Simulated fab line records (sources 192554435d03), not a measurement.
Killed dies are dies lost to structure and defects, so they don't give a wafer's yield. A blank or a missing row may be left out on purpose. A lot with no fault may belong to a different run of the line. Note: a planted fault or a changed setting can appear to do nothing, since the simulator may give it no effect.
Chamber matching + flow n5-finfet + 3 sister chambers for N5_BEOL_M11_PECVD_70 on pecvd-04
The step deposits SiO2 from TEOS/O2, target thk 20 nm, time 22.7 s. 16 wafers are shown with their chamber, then 8 later ones without.

== WAFERS PAIRED WITH THEIR CHAMBERS ==
| wafer  | chamber | throttle-valve-pct (%) | showerhead-plenum-p-Torr (Torr) | rf-fwd-power-W (W) |
|--------|---------|------------------------|---------------------------------|--------------------|
| L075.1 | 1       | 21.7                   | 8.84                            | 445.4              |
| L075.2 | 0       | 23.3                   | 8.73                            | 447.9              |
| L075.4 | 0       | 23.0                   | 8.76                            | 449.4              |
| L078.4 | 1       | 22.0                   | 8.82                            | 445.1              |
| L078.5 | 2       | 21.2                   | 8.83                            | 443.0              |
| L078.6 | 0       | 23.4                   | 8.73                            | 446.3              |
| L082.1 | 2       | 21.2                   | 8.83                            | 442.8              |
| L082.4 | 2       | 21.5                   | 8.83                            | 442.8              |
| L082.6 | 1       | 21.5                   | 8.84                            | 444.2              |
| L083.2 | 1       | 21.5                   | 8.83                            | 444.4              |
| L083.5 | 1       | 21.8                   | 8.84                            | 444.2              |
| L083.6 | 0       | 23.3                   | 8.75                            | 447.5              |
| L085.2 | 2       | 21.3                   | 8.84                            | 445.6              |
| L085.4 | 2       | 21.1                   | 8.82                            | 445.2              |
| L085.6 | 1       | 21.4                   | 8.85                            | 444.0              |
| L088.2 | 2       | 21.5                   | 8.85                            | 447.6              |

SIGNATURES (means of the wafers above)
| reading                  | chamber 0 | chamber 1 | chamber 2 | scatter within a chamber |
|--------------------------|-----------|-----------|-----------|--------------------------|
| throttle-valve-pct       | 23.250    | 21.650    | 21.300    | 0.193                    |
| showerhead-plenum-p-Torr | 8.7425    | 8.8367    | 8.8333    | 0.0116                   |
| rf-fwd-power-W           | 447.775   | 444.550   | 444.500   | 1.41                     |
Rule: a wafer's distance from a chamber is the root of the sum, over the readings, of the square of ((its reading less the chamber's mean) divided by the reading's scatter). If the next closest chamber is less than 2 further off than the closest, the wafer can't be placed; otherwise it belongs to the closest. The scatter is the square root of a quotient: the sum, over the shown wafers, of each reading's squared deviation from its chamber's mean, divided by wafers minus chambers.

== WAFERS WITH NO CHAMBER GIVEN ==
| wafer  | throttle-valve-pct (%) | showerhead-plenum-p-Torr (Torr) | rf-fwd-power-W (W) |
|--------|------------------------|---------------------------------|--------------------|
| L088.3 | 21.6                   | 8.85                            | 446.8              |
| L088.4 | 23.3                   | 8.74                            | 445.6              |
| L092.2 | 21.6                   | 8.84                            | 446.2              |
| L092.3 | 21.4                   | 8.83                            | 444.2              |
| L092.4 | 21.7                   | 8.88                            | 446.3              |
| L096.1 | 21.6                   | 8.83                            | 445.6              |
| L096.4 | 21.5                   | 8.85                            | 444.7              |
| L096.6 | 23.8                   | 8.73                            | 445.4              |

== EACH ONE'S CHAMBER ==
| wafer  | from the rows above     | in truth |
|--------|-------------------------|----------|
| L088.3 | can't be placed: 1 or 2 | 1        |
| L088.4 | 0                       | 0        |
| L092.2 | can't be placed: 1 or 2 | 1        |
| L092.3 | can't be placed: 2 or 1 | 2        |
| L092.4 | can't be placed: 1 or 2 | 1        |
| L096.1 | can't be placed: 1 or 2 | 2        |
| L096.4 | can't be placed: 1 or 2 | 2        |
| L096.6 | 0                       | 0        |
Correct placement for 2 of the 8. Unplaceable from these rows: 6, with the true chamber sitting among the candidates in 6. Placed wrongly: 0.
